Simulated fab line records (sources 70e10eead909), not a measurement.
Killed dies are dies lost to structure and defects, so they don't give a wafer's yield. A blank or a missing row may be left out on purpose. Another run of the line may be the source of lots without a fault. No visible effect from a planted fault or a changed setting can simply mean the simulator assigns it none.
Struck lot and sound lot, side by side + flow nand-harc + 15 out of 1159 route steps
Sound: the wafers L703.1, L703.2, L703.3. The struck wafers were L715.3, L715.5, L715.6. At the end, the cause is stated.
Per side, at each step with rows, come the tool, then ch with its chambers, and then its first start. Under that, the readings that differ: sound wafers + struck wafers + difference of the means + sigmas: that difference in standard deviations of wafers without a fault.
alike: readings with means less than 2 such deviations apart, plus words and numbers identical on both sides. not compared: withheld readings, readings lacking a value on some wafer, bounds such as >300 that could conceal the same value, and numbers that have no deviation in the record and whose values overlap.
The two part at a step that has a row with sigmas, a row that says differs or no value, or rows on one side only. Numbers that have no deviation but don't overlap get no sigmas and don't part them. A reading missing from all wafers of one side parts the sides only when that side holds two or more wafers.

NHARC_A_CHANNEL_HOLE_D1_ETCH_44: etches the open film in CF4/O2, target depth 140 nm, overetch 14 nm, time 77 s.
  sound on rie-diel-09 ch 0,1,2, day 8 04:35; struck on rie-diel-05 ch 0,3, day 11 16:09
  alike: cf4-flow-sccm, drypump-motor-current-A, oes_ar_750_au, oes-product-au, rf-vpp-V, showerhead-plenum-p-Torr, throttle-valve-pct
  not compared: rf-hours-counter-h
then, 3 steps without rows for these wafers: NHARC_A_CHANNEL_HOLE_D1_STRIP_27 (strips in O2); NHARC_A_CHANNEL_HOLE_D1_PRECLEAN_28 (cleans in SC1); NHARC_A_CHANNEL_HOLE_D1_SRD_29.
NHARC_A_CHANNEL_HOLE_D1_CD_MEAS_30:
  sound on cd-sem-02, day 8 05:22; struck on cd-sem-01, day 11 16:58
  alike: cd-nm
NHARC_A_CHANNEL_HOLE_D1_XSEM_31:
  sound on xsem-02 ch 0, day 8 05:27; struck on xsem-02 ch 0, day 11 17:04
| reading            | sound          | struck         | difference | sigmas |
|--------------------|----------------|----------------|------------|--------|
| tilt-deg (degrees) | 0.01 0.01 0.01 | 0.12 0.12 0.12 | +0.11      | +3     |
  alike: bot-cd-nm, bow-nm
NHARC_A_CHANNEL_HOLE_D1_INSPECT_40:
  sound on defect-inspect-02, day 8 05:33; struck on defect-inspect-01, day 11 17:10
  alike: raw-defect-count
then, 2 steps without rows for these wafers: NHARC_A_CHANNEL_FILL_D1_PRECLEAN_00 (cleans in SC1); NHARC_A_CHANNEL_FILL_D1_SRD_01.
NHARC_A_CHANNEL_FILL_D1_ALD_02: deposits SiO2, target thk 6 nm, pulse time 10 s, ald cycles 60.
  sound on ald-hk-01 ch 0,2,3, day 8 05:47; struck on ald-hk-01 ch 0,2,3, day 11 17:32
  alike: ald-cycles, heater-power-w, precursor-pulse-height-rel
NHARC_A_CHANNEL_FILL_D1_ALD_03: deposits SiNx, target thk 6 nm, pulse time 60 s, ald cycles 58.
  sound on ald-sin-batch-03 ch 0; struck on ald-sin-batch-01 ch 0
  alike: ald-cycles, precursor-pulse-height-rel
then, 1 step without rows for these wafers: NHARC_A_CHANNEL_FILL_D1_ALD_14 (deposits SiO2, target thk 2.5 nm, pulse time 10 s, ald cycles 25).
NHARC_A_CHANNEL_FILL_D1_ALD_15: deposits SiNx, target thk 2 nm, pulse time 60 s, ald cycles 19.
  sound on ald-sin-batch-02 ch 0, day 8 15:56; struck on ald-sin-batch-02 ch 0, day 12 03:35
| reading    | sound    | struck   | difference | sigmas |
|------------|----------|----------|------------|--------|
| ald-cycles | 19 19 19 | 24 24 24 | +5         |        |
  alike: precursor-pulse-height-rel
NHARC_A_CHANNEL_FILL_D1_ALD_16: deposits SiO2, target thk 1.5 nm, pulse time 10 s, ald cycles 15.
  sound on ald-hk-01 ch 1,2,3, day 8 18:11; struck on ald-hk-02 ch 0,1, day 12 05:41
  alike: ald-cycles, heater-power-w, precursor-pulse-height-rel
-- the record jumps here: 10 days lie between the struck wafers' starts before and after (it left off in module A_CHANNEL_FILL_D1 and takes up again in module END, whose first step shown is number 1159 of the route) --
NHARC_END_SORT_01:
  sound on prober-01 ch 0, day 19 01:03; struck on prober-02 ch 0, day 22 09:27
| reading         | sound | struck | difference | sigmas |
|-----------------|-------|--------|------------|--------|
| killed-at-other | 0 1 0 | 6 3 2  | +3         | +3     |
  alike: killed-at-array, killed-at-periphery, killed-dies, killed-open, killed-short

WHERE THEY PART
First at NHARC_A_CHANNEL_HOLE_D1_XSEM_31; last, within this record, at NHARC_END_SORT_01.

WHY: what the simulator had put in
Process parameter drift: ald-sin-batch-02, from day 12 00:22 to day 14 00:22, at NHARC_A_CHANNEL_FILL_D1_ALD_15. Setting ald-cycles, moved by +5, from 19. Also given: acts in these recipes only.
